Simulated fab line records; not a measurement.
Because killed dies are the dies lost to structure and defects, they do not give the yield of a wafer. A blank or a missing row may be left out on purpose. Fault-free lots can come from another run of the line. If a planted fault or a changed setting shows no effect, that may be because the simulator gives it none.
Matching of chambers / flow nand harc / 4 sister chambers for NHARC_P_STI_CMP_21 on cmp-04
The step polishes, t overpolish 20 s, target thk 380.67 nm. 4 wafers are shown with their chamber, then 11 later ones without.

== WAFERS PAIRED WITH THEIR CHAMBERS ==
wafer=L078.5; chamber=2; motor current A (A)=13.0
wafer=L090.3; chamber=3; motor current A (A)=11.8
wafer=L090.4; chamber=0; motor current A (A)=13.5
wafer=L091.1; chamber=1; motor current A (A)=10.9

== WAFERS WITHOUT THEIR CHAMBER ==
wafer=L091.2; motor current A (A)=11.3
wafer=L091.4; motor current A (A)=14.1
wafer=L091.3; motor current A (A)=13.6
wafer=L091.5; motor current A (A)=13.9
wafer=L091.6; motor current A (A)=12.1
wafer=L092.1; motor current A (A)=13.5
wafer=L092.3; motor current A (A)=10.8
wafer=L092.5; motor current A (A)=13.9
wafer=L096.2; motor current A (A)=13.7
wafer=L096.5; motor current A (A)=13.4
wafer=L096.6; motor current A (A)=12.1

== WHICH CHAMBER EACH ONE RAN IN ==
wafer=L091.2; from the rows above=can't be placed: 1 or 3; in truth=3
wafer=L091.4; from the rows above=can't be placed: 0 or 2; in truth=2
wafer=L091.3; from the rows above=can't be placed: 0 or 2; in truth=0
wafer=L091.5; from the rows above=can't be placed: 0 or 2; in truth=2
wafer=L091.6; from the rows above=can't be placed: 3 or 2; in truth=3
wafer=L092.1; from the rows above=can't be placed: 0 or 2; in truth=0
wafer=L092.3; from the rows above=1; in truth=1
wafer=L092.5; from the rows above=can't be placed: 0 or 2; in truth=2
wafer=L096.2; from the rows above=can't be placed: 0 or 2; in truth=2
wafer=L096.5; from the rows above=can't be placed: 0 or 2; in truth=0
wafer=L096.6; from the rows above=can't be placed: 3 or 2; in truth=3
Correctly placed: 1 of 11. From these rows, 10 cannot be placed; in 10 the true chamber is one of the candidates. 0 placed wrongly.
How it was worked out, from the rows above alone: a wafer's distance from a chamber is the root of the sum, over the readings, of the square of ((its reading less the chamber's mean) divided by the reading's scatter). The wafer belongs to the nearest chamber; if the next one is less than 2 further off, it can't be placed. The mean given for a chamber averages the wafers shown for that chamber. The scatter: with one shown wafer a chamber, the root of the mean of the squares of how far each hidden wafer lies from its nearest shown one.
